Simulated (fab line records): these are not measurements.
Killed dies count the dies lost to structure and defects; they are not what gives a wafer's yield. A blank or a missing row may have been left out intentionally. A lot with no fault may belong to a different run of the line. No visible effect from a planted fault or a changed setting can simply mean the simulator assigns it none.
Chamber matching    flow n5Finfet    4 sister chambers for N5_DUMMY_REMOVAL_HM_STRIP_01 on rieDiel-06
The step strips SiNx in CH3F/O2, stops on poly-Si, target depth 4 nm, time 6.8 s. 4 wafers are shown with their chamber, then 10 later ones without.

== WAFERS PAIRED WITH THEIR CHAMBERS ==
wafer   chamber  drypumpMotorCurrentA (A)
L088.2  1        5.9
L088.3  2        5.0
L088.4  3        4.9
L088.5  0        5.3

== WAFERS WHOSE CHAMBER IS MISSING ==
wafer   drypumpMotorCurrentA (A)
L088.6  4.9
L089.3  5.3
L089.4  5.0
L089.6  5.3
L092.1  5.9
L092.4  4.9
L092.6  5.3
L095.4  5.9
L095.5  5.9
L095.6  5.4

== WHICH CHAMBER EACH ONE RAN IN ==
wafer   from the rows above  in truth
L088.6  3                    3
L089.3  0                    0
L089.4  2                    2
L089.6  0                    0
L092.1  1                    1
L092.4  3                    3
L092.6  0                    0
L095.4  1                    1
L095.5  1                    1
L095.6  0                    0
Correctly placed: 10 of 10. Can't be placed from these rows: 0. Placed wrongly: 0.
How it was worked out, from the rows above alone: a wafer's distance from a chamber is the root of the sum, over the readings, of the square of ((its reading less the chamber's mean) divided by the reading's scatter). If the next closest chamber is less than 2 further off than the closest, the wafer can't be placed; otherwise it belongs to the closest. A chamber's mean is the mean of its shown wafers. The scatter: with one shown wafer a chamber, the root of the mean of the squares of how far each hidden wafer lies from its nearest shown one.
